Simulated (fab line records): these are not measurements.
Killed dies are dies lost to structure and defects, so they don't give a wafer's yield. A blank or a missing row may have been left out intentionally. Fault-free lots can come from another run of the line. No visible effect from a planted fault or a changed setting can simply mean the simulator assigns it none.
Code-filled problem report in 8D (eight disciplines) form :: flow n5 finfet :: the parts of the form that need people (team, actions taken, sign-off) are left out

== 1. WHAT IS WRONG ==
Wafers without a fault read 42.5 nm, standard deviation 0.39; cd nm at N5_BEOL_M0_SAQP_CD_MEAS_14 reads a mean of 48.7 nm on 9 wafers belonging to 3 lots. Measured from the usual mean, that is +16 standard deviations.
The step: target cd 42.5 nm.
First seen on wafer L722.2, day 9 00:52, on cd sem-02. The record has a number at this step for 30 wafers belonging to 10 lots. Rule for "out", or "out of limits": more than 4 standard deviations from the usual mean. All remaining wafers that have a number are taken as sound.

== 2. WHAT IT IS; WHAT IT IS NOT ==
question: which readings at this step
is: cd nm
is not: -

question: which lots
is: L722, L723, L724
is not: L710, L712, L714, L718, L729, L730, L732

question: which wafers of those lots
is: all that have a number
is not: -

question: read on which gauges
is: cd sem-02, cd sem-03
is not: cd sem-01

question: when
is: from day 9 00:52
is not: up to then (12 sound wafers); but 9 sound wafers of L729, L730, L732 came after

== 3. WHAT RULES OUT EACH SUSPECT ==
Counting: a tool stays on the suspect list if, at a process step up to the reading, it processed all lots that are out and no sound lot following the first of them.
- ruled out: the gauge at N5_BEOL_M0_SAQP_CD_MEAS_14. Those wafers that are out were read across 2 gauges (cd sem-02, cd sem-03).
- pecvd-02 at N5_BEOL_M0_SAQP_PECVD_03 (deposits SiCN from 3MS/NH3, target thk 12 nm, time 21.1 s): ruled out as a lasting fault. Sound lots L730 ran on it after its first lot that is out, L722 (day 9 00:04).
- litho track-01 at N5_BEOL_M0_SAQP_PEB_12 (peb time 60 s): kept. Every lot that is out went through it, starting with L722 (day 9 00:47), and after that it ran no sound lot; the last sound lot it ran before then is L718 (day 7 15:58).
The count leaves litho track-01 at N5_BEOL_M0_SAQP_PEB_12.

== 4. THE CAUSE (what the simulator had put in) ==
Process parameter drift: litho track-01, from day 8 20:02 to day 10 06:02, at N5_BEOL_M0_SAQP_PEB_12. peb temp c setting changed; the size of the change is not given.
After counting, this tool was the only one left.

== 5. SEQUENCE OF EFFECTS, ordered by route ==
Each row: a reading where the mean over the struck wafers with a number is more than 3 standard deviations away from the usual. Only readings for which the record gives a usual standard deviation are gone through. hours: the time from each lot's start at the first step in this table that gives one to its start at this step, as a median over the lots. sigmas: the change in usual standard deviations.
hours: 0
step: N5_BEOL_M0_SAQP_CD_MEAS_14
reading: cd nm
usual: 42.5 nm
on struck wafers: 48.7
change: +6.2
sigmas: +16

hours: 174
step: N5_PASSIVATION_PROBE_49
reading: defect limited yield
usual: 91.2 %
on struck wafers: 79.9
change: -11.3
sigmas: -7.1

hours: 174
step: N5_PASSIVATION_PROBE_49
reading: killed_at_M0_to_M3
usual: 31
on struck wafers: 170
change: +139
sigmas: +14

hours: 174
step: N5_PASSIVATION_PROBE_49
reading: killed dies
usual: 104
on struck wafers: 237
change: +133
sigmas: +7.4

hours: 174
step: N5_PASSIVATION_PROBE_49
reading: killed on rim
usual: 14
on struck wafers: 62
change: +48
sigmas: +11

hours: 174
step: N5_PASSIVATION_PROBE_49
reading: sort n pass
usual: 1076
on struck wafers: 943
change: -133
sigmas: -7.4

hours: 174
step: N5_PASSIVATION_PROBE_49
reading: sort yield pct
usual: 91.2 %
on struck wafers: 79.9
change: -11.3
sigmas: -7.1
Process steps it contains:
- N5_PASSIVATION_PROBE_49
Later measuring or inspecting steps at which every struck wafer that the step has a row for has a number for every such reading, and none has moved that far: N5_BEOL_M0_SAQP_INSPECT_16, N5_BEOL_M4_RC_MEAS_101.

== 6. WHAT WOULD HAVE CAUGHT IT SOONER ==
In this record the first reading out of limits at a measuring or inspecting step was taken at day 9 00:52, 5 hours after the fault began at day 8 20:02.
L723, L724, from the lots that are out (3), started N5_BEOL_M0_SAQP_PEB_12 on litho track-01 later than day 9 00:52. A hold on the tool at that time would have spared those 2.
